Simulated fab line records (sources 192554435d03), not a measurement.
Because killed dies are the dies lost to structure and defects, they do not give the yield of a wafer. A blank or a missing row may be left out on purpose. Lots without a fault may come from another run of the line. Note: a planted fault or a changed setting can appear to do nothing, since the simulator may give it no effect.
Which of the tools did it?	flow n5_finfet	14 lots with 41 wafers sampled at 2 steps, on a route of 1938 steps

## WHAT THE GAUGES SHOWED, per wafer
N5_BEOL_M3_OVL_MEAS_29.
lot	measured	on	V2_OVL (nm)
L844	day 6 19:54	overlay-02	-0.9 -0.8 -0.8
L845	day 7 07:32	overlay-01	0.0 0.0 0.1
L846	day 8 08:52	overlay-02	-0.2 0.9 0.6
L850	day 9 08:22	overlay-01	0.1 -0.4
L851	day 9 08:31	overlay-01	-0.5 -0.9 -0.6
L855	day 9 22:37	overlay-01	-0.8 -0.3 -0.9
L854	day 10 00:36	overlay-02	-0.6 -0.4 -0.6
L857	day 10 04:41	overlay-02	- - -
L856	day 10 06:09	overlay-02	- - -
L858	day 11 02:29	overlay-01	0.3 -0.4 0.1
L862	day 12 07:55	overlay-02	-0.9 -0.9 -0.7
L864	day 12 13:37	overlay-01	-0.7 -1.3 0.1
L865	day 12 17:11	overlay-01	-0.4 0.8 -0.3
L866	day 12 21:44	overlay-02	0.1 0.1 -0.2

## EACH LOT AND THE TOOL THAT RAN IT (in order: tool; ch and the chambers of the sampled wafers; start)
lot	N5_BEOL_M3_EXPOSE_25
L844	euv_scanner-01 ch 0, day 6 19:44
L845	euv_scanner-01 ch 0, day 7 07:22
L846	euv_scanner-02 ch 0, day 8 08:41
L850	euv_scanner-02 ch 0, day 9 08:11
L851	euv_scanner-02 ch 0, day 9 08:20
L855	euv_scanner-02 ch 0, day 9 22:26
L854	euv_scanner-02 ch 0, day 10 00:26
L857	euv_scanner-02, day 10 04:31
L856	euv_scanner-01, day 10 05:59
L858	euv_scanner-02 ch 0, day 11 02:19
L862	euv_scanner-02 ch 0, day 12 07:44
L864	euv_scanner-02 ch 0, day 12 13:26
L865	euv_scanner-02 ch 0, day 12 17:01
L866	euv_scanner-02 ch 0, day 12 21:33
- N5_BEOL_M3_EXPOSE_25: exposes mask V2, defocus 5 nm.

## AS READ BY THE TOOLS THEMSELVES (means over the sampled wafers that have a number; for cases with no such wafer, the mark the record gives instead)
N5_BEOL_M3_EXPOSE_25.
lot	tool	exposure_dose_mJ_cm2
L844	euv_scanner-01	62.8
L845	euv_scanner-01	62.8
L846	euv_scanner-02	63.7
L850	euv_scanner-02	63.7
L851	euv_scanner-02	63.7
L855	euv_scanner-02	63.7
L854	euv_scanner-02	63.7
L857	euv_scanner-02	-
L856	euv_scanner-01	-
L858	euv_scanner-02	63.6
L862	euv_scanner-02	63.6
L864	euv_scanner-02	63.7
L865	euv_scanner-02	63.7
L866	euv_scanner-02	63.7

## THE ANSWER, worked out from the rows above alone
Rule: usual is defined by the lots themselves. Put in order of their means at a reading, lots are off if they are a third of the lots or fewer, leave a main group of 4 or more, and stand apart from it by a gap of 3 or more times the standard deviation of the main group's means; of several such gaps the widest counts. A main group is skipped when, at the precision printed for the reading in the tables above, its means are all equal. A lot without any number at a reading at which 4 lots or more have one is off too. Any other lot the step has rows for is counted as sound. First the gauges in route order, then the tools' own readings, where a lot's mean is used as printed above. The first step at which some lot is off is used, and at that step the reading that is off furthest; a lot without a number counts as furthest.
Off: L857, L856, seen at N5_BEOL_M3_OVL_MEAS_29 (V2_OVL). Without a number there: L857, L856. For the main group the mean is -0.3 nm and the standard deviation 0.4.
If a tool, at a process step before that reading, ran all the lots that are off and no sound lot after the first of them, it fits. Not tried: the gauges at N5_BEOL_M3_OVL_MEAS_29; whatever is off there is also off at N5_BEOL_M3_EXPOSE_25, on other tools, and gauge error can't account for it. Of those tried, none fits.

## WHAT HAD BEEN PUT IN BY THE SIMULATOR
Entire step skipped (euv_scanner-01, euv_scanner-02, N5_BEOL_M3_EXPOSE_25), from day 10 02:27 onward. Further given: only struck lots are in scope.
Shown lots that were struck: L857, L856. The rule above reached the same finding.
